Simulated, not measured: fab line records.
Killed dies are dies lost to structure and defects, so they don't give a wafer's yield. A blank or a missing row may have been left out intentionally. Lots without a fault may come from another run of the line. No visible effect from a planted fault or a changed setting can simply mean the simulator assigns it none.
Matching of chambers    flow n5Finfet    4 sister chambers for N5_BEOL_M12_ETCH_59 on rieDiel-04
The step etches BARC in N2/H2, target depth 89 nm, overetch 26.7 nm, time 67.9 s. 18 wafers are shown with their chamber, then 9 later ones without.

== WAFERS WITH THEIR CHAMBER ==
wafer   chamber  showerheadPlenumPTorr (Torr)  throttleValvePct (%)  rfVppV (V)
L075.1  0        2.62                          17.68                 525.3
L075.2  2        2.51                          18.25                 522.4
L075.3  3        2.44                          17.72                 519.8
L079.1  0        2.61                          17.71                 525.8
L079.4  2        2.51                          18.26                 523.2
L079.6  2        2.51                          18.26                 523.6
L081.3  1        2.61                          17.33                 524.0
L081.4  3        2.44                          17.75                 521.4
L081.5  0        2.61                          17.72                 525.7
L083.2  0        2.61                          17.72                 526.1
L083.4  3        2.43                          17.75                 520.2
L083.6  0        2.61                          17.74                 525.8
L085.1  2        2.50                          17.83                 522.3
L085.5  3        2.43                          17.77                 520.1
L085.6  1        2.60                          17.37                 525.8
L087.1  2        2.50                          17.84                 521.5
L087.5  1        2.60                          17.35                 524.6
L087.6  3        2.43                          17.76                 520.7

SIGNATURES (averages over the wafers above)
reading                chamber 0  chamber 1  chamber 2  chamber 3  scatter within a chamber
showerheadPlenumPTorr  2.6120     2.6033     2.5060     2.4340     0.00526
throttleValvePct       17.7140    17.3500    18.0880    17.7500    0.125
rfVppV                 525.740    524.800    522.600    520.440    0.67
Rule: distance of a wafer from a chamber = root of the sum over the readings of ((wafer's reading minus chamber's mean) / reading's scatter) squared. If the next closest chamber is less than 2 further off than the closest, the wafer can't be placed; otherwise it belongs to the closest. The scatter: take each reading less its chamber's mean, square it, sum over the shown wafers, divide by the number of wafers less the number of chambers, and take the root.

== WAFERS WHOSE CHAMBER IS MISSING ==
wafer   showerheadPlenumPTorr (Torr)  throttleValvePct (%)  rfVppV (V)
L090.3  2.43                          17.78                 520.2
L090.5  2.43                          17.79                 521.4
L090.6  2.50                          17.86                 522.6
L091.1  2.43                          17.79                 521.0
L091.4  2.60                          17.38                 524.4
L091.5  2.50                          17.85                 522.3
L094.1  2.49                          17.86                 522.7
L094.2  2.59                          17.41                 524.6
L094.6  2.60                          17.37                 526.3

== WHICH CHAMBER EACH WENT THROUGH ==
wafer   from the rows above      in truth
L090.3  3                        3
L090.5  3                        3
L090.6  2                        2
L091.1  3                        3
L091.4  1                        1
L091.5  2                        2
L094.1  2                        2
L094.2  1                        1
L094.6  can't be placed: 1 or 0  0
Placed correctly: 8 of 9. Unplaceable from these rows: 1, with the true chamber sitting among the candidates in 1. Wrongly placed: 0.
